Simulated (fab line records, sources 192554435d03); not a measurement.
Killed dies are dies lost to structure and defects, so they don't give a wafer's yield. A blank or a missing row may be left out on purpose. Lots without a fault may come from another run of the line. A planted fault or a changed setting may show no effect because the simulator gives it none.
Chamber matching | flow n5_finfet | N5_BEOL_M8_CMP_52 on cmp-04: 4 sister chambers
The step polishes, stops on SiCOH lowk, t overpolish 6.9 s, target thk 80 nm. 14 wafers are shown with their chamber, then 7 later ones without.

WAFERS WITH THEIR CHAMBER
wafer  | chamber | motor_current_A (A) | time_to_endpoint_s (s) | overpolish_run_s (s)
L077.2 | 3       | 7.0                 | 58.4                   | 6.913
L077.5 | 0       | 6.2                 | 59.9                   | 6.901
L077.6 | 1       | 6.1                 | 64.7                   | 6.893
L078.1 | 1       | 6.7                 | 63.1                   | 6.895
L078.3 | 0       | 6.1                 | 59.0                   | 6.913
L078.6 | 1       | 6.2                 | 60.6                   | 6.904
L082.1 | 2       | 5.8                 | 62.0                   | 6.908
L082.2 | 3       | 6.8                 | 55.9                   | 6.900
L082.4 | 0       | 6.0                 | 56.9                   | 6.892
L085.2 | 1       | 6.4                 | 61.0                   | 6.891
L085.3 | 2       | 5.8                 | 59.4                   | 6.913
L085.6 | 1       | 6.4                 | 59.3                   | 6.899
L091.1 | 1       | 6.5                 | 57.3                   | 6.915
L091.3 | 0       | 6.0                 | 58.6                   | 6.922

SIGNATURES (means of the wafers above)
reading            | chamber 0 | chamber 1 | chamber 2 | chamber 3 | scatter within a chamber
motor_current_A    | 6.075     | 6.383     | 5.800     | 6.900     | 0.166
time_to_endpoint_s | 58.600    | 61.000    | 60.700    | 57.150    | 2.15
overpolish_run_s   | 6.90700   | 6.89950   | 6.91050   | 6.90650   | 0.0101
Rule: a wafer's distance from a chamber is the root of the sum, over the readings, of the square of ((its reading less the chamber's mean) divided by the reading's scatter). The wafer belongs to the nearest chamber; if the next one is less than 2 further off, it can't be placed. The scatter: the root of (the sum of the squares of (reading less its chamber's mean) over the shown wafers, divided by (wafers less chambers)).

WAFERS WITHOUT THEIR CHAMBER
wafer  | motor_current_A (A) | time_to_endpoint_s (s) | overpolish_run_s (s)
L091.4 | 6.9                 | 56.3                   | 6.928
L092.2 | 6.2                 | 59.2                   | 6.881
L092.4 | 6.3                 | 62.8                   | 6.913
L092.6 | 6.8                 | 56.7                   | 6.897
L095.1 | 5.5                 | 61.5                   | 6.879
L095.2 | 5.6                 | 57.6                   | 6.884
L095.4 | 6.7                 | 55.8                   | 6.909

WHICH CHAMBER EACH WENT THROUGH
wafer  | from the rows above          | in truth
L091.4 | 3                            | 3
L092.2 | can't be placed: 1 or 0 or 2 | 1
L092.4 | can't be placed: 1 or 0 or 2 | 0
L092.6 | 3                            | 3
L095.1 | can't be placed: 2 or 0      | 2
L095.2 | can't be placed: 2 or 0 or 1 | 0
L095.4 | can't be placed: 3 or 1      | 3
Placed correctly: 2 of 7. Can't be placed from these rows: 5 (the true chamber is among the candidates in 5). Placed wrongly: 0.
